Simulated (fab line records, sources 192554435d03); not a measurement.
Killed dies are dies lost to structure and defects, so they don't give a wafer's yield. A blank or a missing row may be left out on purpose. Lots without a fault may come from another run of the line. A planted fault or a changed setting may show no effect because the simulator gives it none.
fab line records | flow n5_finfet | part 2 of 2: steps 5 to 6 of 6
record lots=24 wafers=72 last_day=17
route steps=1938 shown BEOL_M6@1217 BEOL_M7@1284 BEOL_M8@1335
lots that met no fault: from a run of the same line without faults
start_h: hours from the record's first day to the start of the lot's first wafer shown | wait_h: hours since the lot's step before | " the same as in the row above | L1.1+2: a row that stands for several wafers | - no value, or no start given | * or withheld: withheld | < > ~ a bound
route shown NAME@n: a module of which the file shows steps, and the number in the route of the first | usual: mean/standard deviation of fault-free wafers | same: alike in all rows | chamber/n: place in a boat | sites: the reading at each site | _std_site: their standard deviation | _edge_site: outer sites' mean less inner sites' | radius_mm: how far each site lies from the wafer's centre | mask NAME#n: copy n | behind: the tool/chamber that last shaped the wafer | hold: why the lot was held/for how many hours/how that ended | device: the transistor (n, p or np) that didn't switch | end of line: the same wafers' tests at the end of the route | a step without rows: its recipe alone | killed: dies lost to structure and defects at the first sort, not the wafer's yield | map: a wafer's dies, x killed, . not, _ none there
set.NAME: the setting as run; set.NAME@STEP: as run at that earlier step | model.NAME: the simulator's own value behind a step, which no gauge read
steps of the route over a sample of lots; a table a step, a row a wafer
services: from which hour (start_h, from the record's first day; less than 0 if before it) a tool's chamber was out of use, for how many hours, and why
## steps
# step N5_BEOL_M7_DESCUM_33
# recipe chemistry=O2 time_s=7 source_power_w=50 bias_power_w=20 pressure_mtorr=20 rf_frequency_hz=2.712e+07 temp_c=40 resist=CAR-EUV o2_flow_sccm=225
# usual chamber_pressure_mTorr=20.000/0.018 drypump_motor_current_A=5.7/0.5 oes_product_au=0.80/0.083 rf_vpp_V=242.9/1.3 showerhead_plenum_p_Torr=2.07/0.065 throttle_valve_pct=20.32/0.14
# columns lot.wafer tool chamber start_h wait_h chamber_pressure_mTorr drypump_motor_current_A oes_product_au rf_hours_counter_h rf_vpp_V showerhead_plenum_p_Torr throttle_valve_pct
L074.4 rie_diel-06 0 181.33 0.0 19.958 5.8 0.95 13 243.5 2.06 20.20
L074.5 " 3 " " 19.963 5.9 0.84 - 242.7 2.04 20.19
L074.6 " 0 " " 20.020 5.8 0.95 - 241.4 2.06 20.19
L075.1 rie_diel-01 2 197.06 0.0 20.013 4.9 0.81 78 242.0 2.04 20.26
L075.3 " 1 " " 20.007 5.8 0.75 153 242.1 2.01 20.12
L075.6 " 3 " " 19.992 4.7 0.82 - 242.6 2.03 20.26
L076.1 rie_diel-02 1 206.26 0.0 19.998 6.0 0.96 11 244.5 2.05 20.25
L076.3 " 0 " " 20.013 5.9 0.71 228 243.2 2.06 20.48
L076.5 " 2 " " 19.999 6.0 0.93 - 242.1 2.06 20.43
L077.1 rie_diel-06 0 206.58 0.2 20.007 5.8 0.94 21 240.7 2.06 20.21
L077.2 " 2 " " 20.000 5.6 0.69 225 242.6 2.07 20.21
L077.5 " 3 " " 19.988 5.9 0.84 - 240.9 2.04 20.19
L078.1 rie_diel-06 1 224.81 0.8 19.994 6.6 0.87 61 243.8 2.21 20.41
L078.3 " 0 " " 19.993 5.8 0.92 29 242.7 2.06 20.23
L078.5 " 1 " " 20.005 6.6 0.86 - 246.1 2.20 20.40
L080.1 rie_diel-01 2 225.22 1.1 19.995 5.0 0.81 87 241.9 2.04 20.26
L080.4 " 0 " " 20.034 5.7 0.74 162 243.8 2.18 20.57
L080.6 " 1 " " 20.028 5.7 0.74 - 242.5 2.00 20.13
L079.2 rie_diel-01 1 225.62 0.6 20.014 5.8 0.74 162 241.7 2.00 20.16
L079.4 " 3 " " 20.015 4.7 0.80 106 241.5 2.03 20.28
L079.5 " 0 " " 20.006 5.7 0.74 - 244.3 2.18 20.61
L081.3 rie_diel-01 3 228.36 1.4 20.014 4.7 0.81 107 241.7 2.03 20.27
L081.4 " 2 " " 20.005 4.9 0.80 88 241.6 2.04 20.26
L081.5 " 1 " " 20.012 5.8 0.74 - 242.3 2.00 20.16
L082.2 rie_diel-06 1 247.78 0.0 20.000 6.6 0.85 68 245.0 2.20 20.40
L082.3 " 0 " " 20.014 5.8 0.91 36 242.5 2.06 20.23
L082.6 " 3 " " 20.008 5.9 0.82 - 242.3 2.04 20.25
L083.3 rie_diel-01 0 251.42 0.0 20.001 5.7 0.73 171 244.8 2.17 20.58
L083.4 " 3 " " 19.985 4.7 0.81 113 240.7 2.02 20.29
L083.5 " 1 " " 20.024 5.8 0.74 - 242.2 2.00 20.15
L084.4 rie_diel-06 1 253.57 0.0 20.000 6.6 0.85 69 244.7 2.20 20.42
L084.5 " 0 " " 19.976 5.8 0.90 - 243.4 2.05 20.24
L084.6 " 1 " " 20.004 6.6 0.85 - 244.2 2.20 20.41
L085.2 rie_diel-02 1 256.11 0.0 19.956 6.0 0.92 23 243.8 2.04 20.28
L085.4 " 0 " " 19.981 5.9 0.69 241 243.2 2.06 20.50
L085.5 " 2 " " 20.020 6.0 0.91 - 241.5 2.05 20.45
L087.1 rie_diel-01 0 259.19 0.0 19.988 5.7 0.73 174 243.6 2.17 20.60
L087.2 " 2 " " 19.961 4.9 0.79 99 241.2 2.04 20.28
L087.3 " 1 " " 20.001 5.8 0.73 173 242.8 2.00 20.15
L086.1 rie_diel-06 2 259.84 0.4 19.964 5.6 0.67 245 242.2 2.06 20.24
L086.2 " 3 " " 20.014 5.9 0.81 80 242.6 2.03 20.25
L086.6 " 2 " " 19.991 5.6 0.68 - 243.9 2.06 20.23
L088.1 rie_diel-02 2 278.80 0.3 19.983 6.0 0.91 41 242.2 2.05 20.47
L088.4 " 3 " " 20.002 5.6 0.68 233 244.0 2.15 20.48
L088.5 " 3 " " 19.990 5.5 0.68 - 244.3 2.15 20.49
L089.1 rie_diel-01 3 282.00 0.1 20.020 4.7 0.79 124 240.4 2.02 20.30
L089.3 " 2 " " 19.987 5.0 0.77 106 240.8 2.03 20.29
L089.6 " 0 " " 20.005 5.8 0.72 - 245.6 2.17 20.61
L090.3 rie_diel-01 0 289.68 0.4 20.013 5.8 0.72 185 245.0 2.17 20.62
L090.4 " 2 " " 20.001 5.0 0.79 110 241.8 2.03 20.30
L090.6 " 1 " " 20.009 5.8 0.73 - 240.9 1.99 20.16
L091.1 rie_diel-06 1 301.18 0.0 20.022 6.6 0.84 79 244.4 2.20 20.43
L091.2 " 2 " " 19.973 5.7 0.67 252 243.6 2.06 20.27
L091.6 " 2 " " 19.987 5.6 0.67 - 243.6 2.06 20.26
L092.1 rie_diel-02 1 313.05 0.0 20.014 6.0 0.88 44 242.7 2.04 20.31
L092.2 " 2 " " 20.010 6.0 0.89 55 242.9 2.05 20.48
L092.3 " 3 " " 19.984 5.6 0.67 246 245.2 2.15 20.50
L095.1 rie_diel-02 1 322.83 0.2 20.008 6.0 0.89 47 243.5 2.03 20.32
L095.4 " 3 " " 20.020 5.6 0.67 249 242.9 2.15 20.50
L095.5 " 1 " " 19.990 6.0 0.89 - 242.1 2.04 20.30
L093.3 rie_diel-06 3 324.65 0.2 20.007 5.9 0.79 97 240.7 2.03 20.26
L093.4 " 0 " " 19.993 5.8 0.87 - 241.2 2.05 20.25
L093.6 " 3 " " 20.039 5.9 0.79 - 243.3 2.03 20.26
L097.2 rie_diel-06 3 325.05 0.1 20.018 5.9 0.79 97 243.1 2.03 20.27
L097.3 " 1 " " 20.006 6.6 0.83 88 244.9 2.19 20.44
L097.6 " 3 " " 19.966 5.9 0.80 - 242.4 2.03 20.27
L094.1 rie_diel-01 1 330.29 0.1 19.982 5.8 0.72 199 241.8 1.99 20.20
L094.4 " 3 " " 19.964 4.7 0.78 140 241.2 2.01 20.34
L094.6 " 1 " " 20.009 5.8 0.71 - 243.1 1.99 20.21
L096.3 rie_diel-01 2 339.11 0.2 20.021 4.9 0.78 120 241.8 2.03 20.31
L096.4 " 1 " " 19.984 5.8 0.71 202 243.6 1.99 20.19
L096.6 " 0 " " 20.006 5.7 0.70 - 244.8 2.16 20.65
# step N5_BEOL_M8_PECVD_70
# recipe material=SiO2 target_thk_a=200 temp_c=400 precursor=TEOS/O2 pressure_torr=5.5 rf_w=450 teos_flow_sccm=53.8 gas=O2 flow_sccm=3000 time_s=22.7
# usual heater_power_w=684/56 showerhead_plenum_p_Torr=8.79/0.044 throttle_valve_pct=22.6/1.4
# columns lot.wafer tool chamber start_h wait_h heater_power_w showerhead_plenum_p_Torr throttle_valve_pct
L074.4 pecvd-03 2 184.86 0.1 780 8.70 21.5
L074.5 " 1 " " 618 8.76 22.3
L074.6 " 0 " " 734 8.84 21.5
L075.1 pecvd-01 0 201.69 0.0 632 8.82 22.7
L075.3 " 2 " " 677 8.78 22.5
L075.6 " 0 " " 616 8.83 22.8
L076.1 pecvd-04 1 209.94 0.0 763 8.77 24.0
L076.3 " 0 " " 616 8.84 23.8
L076.5 " 0 " " 604 8.84 23.6
L077.1 pecvd-03 1 210.89 0.0 675 8.78 22.1
L077.2 " 0 " " 744 8.83 21.2
L077.5 " 1 " " 701 8.76 22.0
L078.1 pecvd-01 2 228.12 0.0 575 8.78 22.5
L078.3 " 0 " " 652 8.83 23.0
L078.5 " 1 " " 637 8.82 24.6
L080.1 pecvd-03 0 228.89 0.0 719 8.82 21.4
L080.4 " 0 " " 696 8.86 21.5
L080.6 " 0 " " 718 8.84 21.4
L079.2 pecvd-04 0 228.99 0.0 613 8.81 23.7
L079.4 " 0 " " 607 8.82 23.8
L079.5 " 2 " " 683 8.79 20.7
L081.3 pecvd-01 2 232.38 0.0 684 8.76 22.7
L081.4 " 0 " " 674 8.82 22.7
L081.5 " 1 " " 786 8.81 24.7
L082.2 pecvd-03 2 251.68 0.0 697 8.69 19.7
L082.3 " 0 " " 625 8.86 21.6
L082.6 " 1 " " 739 8.75 22.1
L083.3 pecvd-01 2 255.14 0.0 617 8.78 22.5
L083.4 " 2 " " 615 8.80 22.8
L083.5 " 1 " " 710 8.80 24.2
L084.4 pecvd-03 0 259.12 0.1 726 8.87 21.6
L084.5 " 1 " " 702 8.77 22.2
L084.6 " 2 " " 762 8.67 19.6
L085.2 pecvd-04 2 259.57 0.0 677 8.81 21.0
L085.4 " 2 " " 667 8.81 20.5
L085.5 " 0 " " 549 8.82 23.8
L087.1 pecvd-01 2 263.38 0.0 673 8.81 22.7
L087.2 " 1 " " 665 8.79 24.2
L087.3 " 0 " " 622 8.84 22.5
L086.1 pecvd-03 2 263.97 0.0 729 8.67 19.6
L086.2 " 0 " " 752 8.84 21.8
L086.6 " 1 " " 721 8.78 22.0
L088.1 pecvd-04 0 283.87 0.0 672 8.83 24.0
L088.4 " 2 " " 629 8.81 20.9
L088.5 " 1 " " 729 8.76 23.7
L089.1 pecvd-01 0 287.95 0.0 688 8.83 22.9
L089.3 " 1 " " 727 8.80 24.6
L089.6 " 2 " " 661 8.79 22.6
L090.3 pecvd-04 1 294.72 0.0 747 8.74 24.0
L090.4 " 1 " " 728 8.77 23.6
L090.6 " 2 " " 607 8.78 21.0
L091.1 pecvd-01 0 306.44 0.0 620 8.81 23.0
L091.2 " 1 " " 744 8.80 24.3
L091.6 " 2 " " 668 8.79 22.6
L092.1 pecvd-01 0 317.67 0.0 680 8.82 23.1
L092.2 " 2 " " 700 8.77 23.2
L092.3 " 1 " " 653 8.80 24.6
L095.1 pecvd-01 2 326.53 0.0 624 8.81 23.1
L095.4 " 2 " " 596 8.79 22.9
L095.5 " 0 " " 648 8.84 22.7
L093.3 pecvd-03 2 328.82 0.0 642 8.69 19.6
L093.4 " 2 " " 643 8.67 19.6
L093.6 " 1 " " 744 8.79 22.0
L097.2 pecvd-03 0 329.49 0.0 733 8.86 21.3
L097.3 " 2 " " 784 8.69 19.6
L097.6 " 0 " " 740 8.84 21.6
L094.1 pecvd-04 2 333.91 0.0 669 8.79 21.1
L094.4 " 1 " " 736 8.75 23.9
L094.6 " 0 " " 616 8.81 24.0
L096.3 pecvd-04 0 343.78 0.0 583 8.82 23.9
L096.4 " 1 " " 701 8.78 23.7
L096.6 " 2 " " 671 8.80 20.8
## services
# columns tool chamber start_h hours kind
uv_cure-02 - 157.99 1.1 repair
uv_cure-03 - 163.33 3.4 pm
pecvd-01 - 166.23 6.0 pm
pecvd-04 0 173.37 10.2 repair
uv_cure-03 - 173.90 1.1 repair
pecvd-01 - 176.61 1.2 repair
rie_metal-03 0 178.85 7.3 repair
pecvd-04 2 190.12 32.7 repair
uv_cure-02 - 194.20 3.5 repair
pecvd-03 2 198.64 13.5 repair
rie_metal-02 1 222.25 16.5 repair
rie_diel-01 - 231.04 0.4 repair
uv_cure-03 - 249.33 2.1 pm
pecvd-04 - 249.40 0.3 repair
rie_metal-01 1 270.51 18.7 repair
rie_metal-03 - 274.06 0.4 repair
rie_diel-06 - 276.05 14.6 pm
pecvd-01 1 277.97 7.5 repair
uv_cure-02 - 286.34 2.8 pm
pecvd-04 - 292.55 1.2 repair
pecvd-03 - 294.43 10.2 repair
uv_cure-02 - 297.02 10.8 repair
rie_diel-06 2 307.59 1.2 repair
rie_diel-06 2 335.32 3.3 repair
